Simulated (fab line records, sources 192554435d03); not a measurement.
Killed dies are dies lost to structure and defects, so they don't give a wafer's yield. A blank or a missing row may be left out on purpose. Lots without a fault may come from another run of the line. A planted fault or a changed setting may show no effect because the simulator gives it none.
Which tool did it? | flow n5_finfet | 11 lots, 33 wafers sampled, at 3 steps of a route of 1938

WHAT THE GAUGES READ, wafer by wafer
N5_BEOL_M4_RC_MEAS_101.
lot  | measured     | on        | VT_N_LVT (mV)
L279 | day 7 22:33  | prober-02 | 104 99 102
L281 | day 8 12:54  | prober-01 | 98 95 99
L282 | day 8 14:43  | prober-02 | 92 96 97
L283 | day 8 21:28  | prober-01 | 97 96 99
L285 | day 9 20:15  | prober-02 | 102 100 101
L287 | day 10 03:37 | prober-02 | 97 96 97
L290 | day 11 03:36 | prober-02 | 95 96 95
L294 | day 12 01:16 | prober-01 | 78 81 79
L295 | day 12 07:37 | prober-01 | 82 84 78
L297 | day 12 13:29 | prober-02 | 79 84 80
L298 | day 12 10:23 | prober-02 | 92 92 92

WHICH TOOL RAN EACH LOT (tool, then ch and the chambers of the sampled wafers, then the start)
lot  | N5_HKMG_FIN_RTA_80              | N5_BEOL_M4_SPUTTER_94
L279 | rtp_anneal-02 ch 0, day 4 01:35 | pvd_sputter-01, day 7 20:45
L281 | rtp_anneal-01 ch 0, day 4 14:23 | pvd_sputter-03, day 8 11:14
L282 | rtp_anneal-01 ch 0, day 4 20:46 | pvd_sputter-03, day 8 13:05
L283 | rtp_anneal-02 ch 0, day 5 02:56 | pvd_sputter-03, day 8 20:08
L285 | rtp_anneal-02 ch 0, day 5 14:41 | pvd_sputter-03, day 9 18:47
L287 | rtp_anneal-02 ch 0, day 6 01:47 | pvd_sputter-03, day 10 02:17
L290 | rtp_anneal-02 ch 0, day 6 21:36 | pvd_sputter-03, day 11 01:58
L294 | rtp_anneal-02 ch 0, day 7 18:07 | pvd_sputter-02, day 11 23:37
L295 | rtp_anneal-02 ch 0, day 8 04:55 | pvd_sputter-01, day 12 05:34
L297 | rtp_anneal-02 ch 0, day 8 14:32 | pvd_sputter-02, day 12 12:01
L298 | rtp_anneal-01 ch 0, day 8 16:41 | pvd_sputter-02, day 12 08:17
- N5_HKMG_FIN_RTA_80: time 2 s.
- N5_BEOL_M4_SPUTTER_94: material Cu, target thk 4.5 nm, time 8.29 s.

THE ANSWER, worked out from the rows above alone
Rule: what is usual is taken from the lots themselves. Put in order of their means at a reading, lots are off if they are a third of the lots or fewer, leave a main group of 4 or more, and stand apart from it by a gap of 3 or more times the standard deviation of the main group's means; of several such gaps the widest counts. A main group whose means are all the same, to the digits that the tables above print for the reading, isn't used. A lot without any number at a reading at which 4 lots or more have one is off too. The other lots that the step has rows for count as sound.
Off: L294, L295, L297, at N5_BEOL_M4_RC_MEAS_101 (VT_N_LVT). The main group: mean 97 mV, standard deviation 3.
A tool fits if, at a process step before that reading, it ran every lot that is off, and no sound lot after the first of them. The gauges at N5_BEOL_M4_RC_MEAS_101 are tried like those tools. One fits: rtp_anneal-02 at N5_HKMG_FIN_RTA_80. Its last sound lot is L290 (day 6 21:36), its first lot that is off L294 (day 7 18:07): a fault that began between those two fits.

WHAT THE SIMULATOR HAD PUT IN
Process parameter drift: rtp_anneal-02, from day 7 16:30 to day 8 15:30, at N5_HKMG_FIN_RTA_80. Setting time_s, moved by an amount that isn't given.
Lots struck among those shown: L294, L295, L297. The rule above found the same.
